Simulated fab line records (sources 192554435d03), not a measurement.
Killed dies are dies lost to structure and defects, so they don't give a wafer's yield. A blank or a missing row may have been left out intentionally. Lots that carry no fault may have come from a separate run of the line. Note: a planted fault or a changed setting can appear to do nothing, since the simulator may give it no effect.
What tool caused it? ; flow n5_finfet ; 42 wafers from 14 lots sampled at 2 of the route's 1938 steps

## WHAT THE GAUGES READ, wafer by wafer
N5_BEOL_M5_INSPECT_58: inspects for defects (darkfield).
lot;measured;on;raw_defect_count
L958;day 8 20:50;defect_inspect-02;82 68 41
L959;day 9 11:16;defect_inspect-01;53 68 39
L960;day 9 11:37;defect_inspect-02;74 70 54
L961;day 9 19:14;defect_inspect-01;44 74 73
L964;day 10 05:22;defect_inspect-02;82 55 91
L963;day 10 05:35;defect_inspect-01;97 75 64
L965;day 10 08:10;defect_inspect-02;89 76 47
L966;day 10 19:46;defect_inspect-01;63 57 44
L967;day 11 16:24;defect_inspect-02;83 62 69
L973;day 12 17:17;defect_inspect-01;53 48 47
L975;day 13 01:01;defect_inspect-01;46 43 37
L979;day 14 03:29;defect_inspect-02;62 129 58
L978;day 14 03:43;defect_inspect-01;59 78 60
L980;day 14 07:49;defect_inspect-01;72 53 80

## EACH LOT AND THE TOOL THAT RAN IT (in order: tool; ch and the chambers of the sampled wafers; start)
lot;N5_BEOL_M5_PRE_CLEAN_77
L958;cvd_co-01 ch 0,2, day 8 20:35
L959;cvd_co-02 ch 0,2, day 9 10:59
L960;cvd_co-01 ch 0,1,2, day 9 11:20
L961;cvd_co-01 ch 0,1, day 9 18:59
L964;cvd_co-01 ch 0,2, day 10 05:07
L963;cvd_co-02 ch 0,2, day 10 05:20
L965;cvd_co-02 ch 0,1,2, day 10 07:55
L966;cvd_co-02 ch 0,2, day 10 19:31
L967;cvd_co-02 ch 0,2, day 11 16:09
L973;cvd_co-01 ch 1,2, day 12 17:01
L975;cvd_co-02 ch 0,1, day 13 00:29
L979;cvd_co-01 ch 0,1,2, day 14 03:16
L978;cvd_co-01 ch 0,2, day 14 03:28
L980;cvd_co-01 ch 0,1,2, day 14 07:34
- N5_BEOL_M5_PRE_CLEAN_77: time 15 s.

## WHAT THE TOOLS THEMSELVES READ (means of the sampled wafers that have a number; where no wafer has one, the mark that the record gives instead)
N5_BEOL_M5_PRE_CLEAN_77.
lot;tool;heater_power_w (W);rf_fwd_power_W (W)
L958;cvd_co-01;74;298.2
L959;cvd_co-02;84;297.5
L960;cvd_co-01;84;297.7
L961;cvd_co-01;83;297.1
L964;cvd_co-01;75;298.1
L963;cvd_co-02;80;297.3
L965;cvd_co-02;78;297.3
L966;cvd_co-02;83;297.5
L967;cvd_co-02;80;296.8
L973;cvd_co-01;95;297.2
L975;cvd_co-02;75;296.3
L979;cvd_co-01;86;297.1
L978;cvd_co-01;77;298.3
L980;cvd_co-01;85;297.6

## THE ANSWER, worked out from the rows above alone
Rule: usual is defined by the lots themselves. The widest of any qualifying gaps counts: lots, ordered by their means at a reading, are off when they make up no more than a third of the lots, leave a main group of 4 or more, and stand apart from it by 3 or more times the standard deviation of that group's means. Not used: any main group whose means are identical at the precision the tables above print for the reading. A lot without any number at a reading at which 4 lots or more have one is off too. Any other lot the step has rows for is counted as sound. After the gauges, taken in route order, come the tools' own readings; for these a lot's mean is taken, as printed above. The first step at which some lot is off is used, and at that step the reading that is off furthest; a lot without a number counts as furthest.
Across all readings shown, no lot is off: no conclusion can be drawn from this.

## WHAT THE SIMULATOR PUT IN
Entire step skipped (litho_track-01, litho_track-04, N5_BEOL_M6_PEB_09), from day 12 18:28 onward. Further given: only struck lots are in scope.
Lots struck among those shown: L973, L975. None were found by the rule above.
